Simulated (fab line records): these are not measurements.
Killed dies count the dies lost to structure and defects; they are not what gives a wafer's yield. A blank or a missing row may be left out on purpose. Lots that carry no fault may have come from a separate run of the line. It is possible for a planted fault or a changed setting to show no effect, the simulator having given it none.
Which of the tools did it?    flow nand-harc    14 lots, 42 wafers sampled, at 5 steps of a route of 1302

## WHAT EACH GAUGE READ, for each wafer
NHARC_END_SORT_01.
lot   measured      on         killed-at-array  killed-at-other  killed-at-periphery  killed-dies  killed-open  killed-short
L562  day 31 12:43  prober-01  175 125 123      1 2 1            8 5 3                184 132 127  7 4 2        4 1 2
L563  day 31 13:34  prober-02  133 139 142      0 0 1            5 2 6                138 141 149  4 3 4        2 3 2
L564  day 32 21:49  prober-02  68 66 74         1 2 1            5 12 7               74 80 82     4 3 1        4 0 1

## WHICH TOOL RAN EACH LOT (tool, then ch and the chambers of the sampled wafers, then the start)
lot   NHARC_A_CHANNEL_FILL_D2_ALD_03       NHARC_THIN_TSV_PRE_CLEAN_50              NHARC_THIN_TSV_PVD_19                    NHARC_THIN_TSV_DEGAS_53
L546  ald-sin-batch-03 ch 0, day 14 03:27  pvd-sputter-03, day 24 09:43 or earlier  pvd-sputter-03, day 24 09:43 or earlier  pvd-sputter-03, day 24 09:43
L548  ald-sin-batch-01 ch 0, day 14 20:22  pvd-sputter-02, day 24 17:01 or earlier  pvd-sputter-02, day 24 17:01 or earlier  pvd-sputter-03, day 24 17:01
L549  ald-sin-batch-01 ch 0, day 15 07:51  pvd-sputter-02, day 25 11:49 or earlier  pvd-sputter-02, day 25 11:49 or earlier  pvd-sputter-03, day 25 11:49
L550  ald-sin-batch-01 ch 0, day 15 13:53  pvd-sputter-02, day 25 10:46 or earlier  pvd-sputter-02, day 25 10:46 or earlier  pvd-sputter-03, day 25 10:46
L551  ald-sin-batch-02 ch 0, day 15 19:02  pvd-sputter-03, day 26 05:59 or earlier  pvd-sputter-03, day 26 05:59 or earlier  pvd-sputter-01, day 26 05:59
L552  ald-sin-batch-01 ch 0, day 16 05:23  pvd-sputter-01, day 26 10:13 or earlier  pvd-sputter-01, day 26 10:13 or earlier  pvd-sputter-03, day 26 10:13
L554  ald-sin-batch-01 ch 0, day 17 00:40  pvd-sputter-01, day 27 07:49 or earlier  pvd-sputter-01, day 27 07:49 or earlier  pvd-sputter-01, day 27 07:49
L555  ald-sin-batch-01 ch 0, day 17 00:40  pvd-sputter-03, day 27 06:27 or earlier  pvd-sputter-03, day 27 06:27 or earlier  pvd-sputter-02, day 27 06:27
L557  ald-sin-batch-02 ch 0, day 18 01:46  pvd-sputter-02, day 28 04:17 or earlier  pvd-sputter-02, day 28 04:17 or earlier  pvd-sputter-01, day 28 04:17
L560  ald-sin-batch-02 ch 0, day 20 00:55  pvd-sputter-01, day 30 17:47 or earlier  pvd-sputter-01, day 30 17:47 or earlier  pvd-sputter-02, day 30 17:47
L562  ald-sin-batch-02 ch 0, day 20 20:56  pvd-sputter-01, day 31 02:31 or earlier  pvd-sputter-01, day 31 02:31 or earlier  pvd-sputter-01, day 31 02:31
L563  ald-sin-batch-02 ch 0, day 20 20:56  pvd-sputter-03, day 31 03:26 or earlier  pvd-sputter-03, day 31 03:26 or earlier  pvd-sputter-03, day 31 03:26
L564  ald-sin-batch-01 ch 0, day 22 01:23  pvd-sputter-02, day 32 08:52 or earlier  pvd-sputter-02, day 32 08:52 or earlier  pvd-sputter-01, day 32 08:52
L565  ald-sin-batch-01 ch 0, day 22 01:23  pvd-sputter-01, day 32 07:40 or earlier  pvd-sputter-01, day 32 07:40 or earlier  pvd-sputter-02, day 32 07:40
- NHARC_A_CHANNEL_FILL_D2_ALD_03: deposits SiNx, target thk 6 nm, pulse time 60 s, ald cycles 58.
- NHARC_THIN_TSV_PRE_CLEAN_50: time 30 s.
- NHARC_THIN_TSV_PVD_19: deposits TaN, target thk 20 nm.
- NHARC_THIN_TSV_DEGAS_53: time 60 s.

## AS READ BY THE TOOLS THEMSELVES (means over the sampled wafers that have a number; for cases with no such wafer, the mark the record gives instead)
NHARC_A_CHANNEL_FILL_D2_ALD_03.
lot   tool              precursor-pulse-height-rel
L546  ald-sin-batch-03  0.994
L548  ald-sin-batch-01  1.011
L549  ald-sin-batch-01  0.979
L550  ald-sin-batch-01  1.015
L551  ald-sin-batch-02  1.003
L552  ald-sin-batch-01  1.006
L554  ald-sin-batch-01  1.003
L555  ald-sin-batch-01  0.999
L557  ald-sin-batch-02  0.985
L560  ald-sin-batch-02  0.999
L562  ald-sin-batch-02  1.000
L563  ald-sin-batch-02  0.991
L564  ald-sin-batch-01  0.976
L565  ald-sin-batch-01  0.999

NHARC_THIN_TSV_PRE_CLEAN_50.
lot   tool            heater-power-w (W)
L546  pvd-sputter-03  404
L548  pvd-sputter-02  384
L549  pvd-sputter-02  409
L550  pvd-sputter-02  418
L551  pvd-sputter-03  400
L552  pvd-sputter-01  420
L554  pvd-sputter-01  425
L555  pvd-sputter-03  442
L557  pvd-sputter-02  453
L560  pvd-sputter-01  415
L562  pvd-sputter-01  395
L563  pvd-sputter-03  397
L564  pvd-sputter-02  408
L565  pvd-sputter-01  425

NHARC_THIN_TSV_PVD_19.
lot   tool            chamber-pressure-pa (Pa)  throttle-valve-pct (%)
L546  pvd-sputter-03  4.998                     30.1
L548  pvd-sputter-02  5.004                     31.2
L549  pvd-sputter-02  5.001                     30.7
L550  pvd-sputter-02  5.004                     30.8
L551  pvd-sputter-03  5.003                     30.1
L552  pvd-sputter-01  5.002                     29.3
L554  pvd-sputter-01  5.004                     29.4
L555  pvd-sputter-03  5.004                     30.0
L557  pvd-sputter-02  4.999                     31.4
L560  pvd-sputter-01  4.996                     29.5
L562  pvd-sputter-01  5.004                     29.2
L563  pvd-sputter-03  5.002                     30.3
L564  pvd-sputter-02  4.997                     30.6
L565  pvd-sputter-01  5.003                     29.3

NHARC_THIN_TSV_DEGAS_53.
lot   tool            heater-power-w (W)
L546  pvd-sputter-03  444
L548  pvd-sputter-03  483
L549  pvd-sputter-03  457
L550  pvd-sputter-03  463
L551  pvd-sputter-01  448
L552  pvd-sputter-03  491
L554  pvd-sputter-01  450
L555  pvd-sputter-02  439
L557  pvd-sputter-01  503
L560  pvd-sputter-02  442
L562  pvd-sputter-01  452
L563  pvd-sputter-03  447
L564  pvd-sputter-01  468
L565  pvd-sputter-02  468

## THE ANSWER, worked out from the rows above alone
Rule: the usual values come from the lots themselves. The widest of any qualifying gaps counts: lots, ordered by their means at a reading, are off when they make up no more than a third of the lots, leave a main group of 4 or more, and stand apart from it by 3 or more times the standard deviation of that group's means. A main group is skipped when, at the precision printed for the reading in the tables above, its means are all equal. Also off: a lot with no number at a reading for which 4 or more lots have one. Any other lot the step has rows for is counted as sound. First the gauges in route order, then the tools' own readings, where a lot's mean is used as printed above. The first step at which some lot is off is used, and at that step the reading that is off furthest; a lot without a number counts as furthest.
Across all readings shown, no lot is off: no conclusion can be drawn from this.

## WHAT THE SIMULATOR HAD PUT IN
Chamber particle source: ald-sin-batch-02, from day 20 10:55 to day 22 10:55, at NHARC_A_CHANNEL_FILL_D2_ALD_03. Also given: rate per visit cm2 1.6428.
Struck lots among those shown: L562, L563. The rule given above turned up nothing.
